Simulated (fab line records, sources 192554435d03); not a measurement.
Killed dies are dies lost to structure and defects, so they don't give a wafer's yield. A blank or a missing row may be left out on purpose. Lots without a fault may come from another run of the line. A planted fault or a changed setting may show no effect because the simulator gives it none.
Chamber matching | flow n5_finfet | N5_FIN_CUT_CUT_ETCH_27 on rie_diel-04: 4 sister chambers
The step etches SiO2 in CHF3/O2, target depth 4 nm, overetch 2 nm, time 4.9 s. 4 wafers are shown with their chamber, then 9 later ones without.

WAFERS WITH THEIR CHAMBER
wafer  | chamber | showerhead_plenum_p_Torr (Torr)
L089.1 | 3       | 2.30
L090.3 | 1       | 2.35
L090.5 | 0       | 2.48
L090.6 | 2       | 2.49

WAFERS WITHOUT THEIR CHAMBER
wafer  | showerhead_plenum_p_Torr (Torr)
L093.1 | 2.30
L093.3 | 2.34
L093.6 | 2.34
L094.2 | 2.48
L094.3 | 2.34
L094.5 | 2.48
L097.1 | 2.30
L097.2 | 2.34
L097.3 | 2.48

WHICH CHAMBER EACH WENT THROUGH
wafer  | from the rows above     | in truth
L093.1 | 3                       | 3
L093.3 | 1                       | 1
L093.6 | 1                       | 1
L094.2 | can't be placed: 0 or 2 | 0
L094.3 | 1                       | 1
L094.5 | can't be placed: 0 or 2 | 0
L097.1 | 3                       | 3
L097.2 | 1                       | 1
L097.3 | can't be placed: 0 or 2 | 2
Placed correctly: 6 of 9. Can't be placed from these rows: 3 (the true chamber is among the candidates in 3). Placed wrongly: 0.
How it was worked out, from the rows above alone: a wafer's distance from a chamber is the root of the sum, over the readings, of the square of ((its reading less the chamber's mean) divided by the reading's scatter). The wafer belongs to the nearest chamber; if the next one is less than 2 further off, it can't be placed. A chamber's mean is the mean of its shown wafers. The scatter: with one shown wafer a chamber, the root of the mean of the squares of how far each hidden wafer lies from its nearest shown one.
